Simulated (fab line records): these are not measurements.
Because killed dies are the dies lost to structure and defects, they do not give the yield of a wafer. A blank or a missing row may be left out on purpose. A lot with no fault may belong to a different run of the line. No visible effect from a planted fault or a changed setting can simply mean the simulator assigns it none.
A struck lot beside a sound one -- flow n5_finfet -- 17 steps out of a route of 1938
Sound: these wafers, L866.3, L866.4, L866.6. The struck wafers were L877.2, L877.3, L877.6. The cause comes at the end.
Each step with rows lists, per side, the tool, then ch with its chambers, then its first start. Under that, the readings that differ: sound wafers -- struck wafers -- difference of the means -- sigmas: that difference in standard deviations of wafers without a fault.
alike: readings with means less than 2 such deviations apart, plus words and numbers identical on both sides. not compared: withheld readings, readings lacking a value on some wafer, bounds such as >300 that could conceal the same value, and numbers that have no deviation in the record and whose values overlap.
A row with sigmas, a row that says differs or no value, or rows on one side alone: a step with any of these is where the two part. Non-overlapping numbers with no deviation appear without sigmas and do not part them. Lack of a reading on every wafer of one side parts them only where that side has two or more wafers.

first, 11 steps without rows for these wafers: N5_MOL_CONTACT_COAG_VIA_ETCH_117 (etches SiO2 in C4F6/O2, target depth 40 nm, overetch 8 nm, time 26 s); N5_MOL_CONTACT_COAG_ETCH_124 (etches SiNx in CH3F/O2, stops on SiOC, target depth 6.5 nm); N5_MOL_CONTACT_COAG_ETCH_48 (etches SiOC in C4F6/O2, target depth 15 nm, overetch 4.5 nm, time 17 s); N5_MOL_CONTACT_COAG_STRIP_72 (strips in N2/H2); N5_MOL_CONTACT_COAG_STRIP_49 (strips in N2/H2, time 30 s); N5_MOL_CONTACT_COAG_PRECLEAN_138 (cleans in alkaline clean, time 60 s); N5_MOL_CONTACT_COAG_SRD_139 (time 30 s); N5_MOL_CONTACT_COAG_PRE_CLEAN_121; N5_MOL_CONTACT_COAG_CVD_140 (deposits W, target thk 66.5 nm, time 215 s); N5_MOL_CONTACT_COAG_PRECLEAN_127 (cleans in DIW, time 57.5 s); N5_MOL_CONTACT_COAG_SRD_128 (dry time 32 s).
N5_MOL_CONTACT_COAG_CMP_52: polishes, stops on SiO2, t overpolish 1.5 s, target thk 66.5 nm.
  sound on cmp-01 ch 1,2, day 6 04:10; struck on cmp-04 ch 0,1, day 8 22:13
  no value came back on the struck wafers for any of 6 readings (edge_zone_pressure_frac, head_pressure_psi (psi) and others); on the sound wafers edge_zone_pressure_frac reads 0.996 1.005 0.993
N5_MOL_CONTACT_COAG_THK_MEAS_53:
  struck on film_metro-01, day 8 22:29; sound on film_metro-01, day 6 04:26
reading,sound,struck,difference,sigmas
VIA_MOL_THK (nm),43.6 44.4 43.6,- - -,no value on the struck wafers,
then, 1 step without rows for these wafers: N5_MOL_CONTACT_COAG_ANNEAL_112 (time 1800 s).
N5_MOL_CONTACT_COAG_INSPECT_97: inspects for defects (darkfield).
  struck on defect_inspect-01, day 9 01:34; sound on defect_inspect-01, day 6 07:31
reading,sound,struck,difference,sigmas
raw_defect_count,77 69 60,1262 1263 1239,+1186,+62
N5_BEOL_M4_RC_MEAS_101:
  the record has rows for the sound wafers here (prober-02 ch 0, day 8 10:46) and none for the struck ones
-- a jump in the record: the struck wafers' starts before and after are 7 days apart (it breaks off in module BEOL_M4 and resumes in module PASSIVATION, where the first step shown is number 1936 of the route) --
N5_PASSIVATION_PROBE_49:
  only the struck wafers here have rows in the record (prober-02, day 16 03:01); the sound ones have none

== WHERE THEY PART ==
Last at N5_PASSIVATION_PROBE_49 as far as this record goes, first at N5_MOL_CONTACT_COAG_CMP_52.

WHY: what had been put in by the simulator
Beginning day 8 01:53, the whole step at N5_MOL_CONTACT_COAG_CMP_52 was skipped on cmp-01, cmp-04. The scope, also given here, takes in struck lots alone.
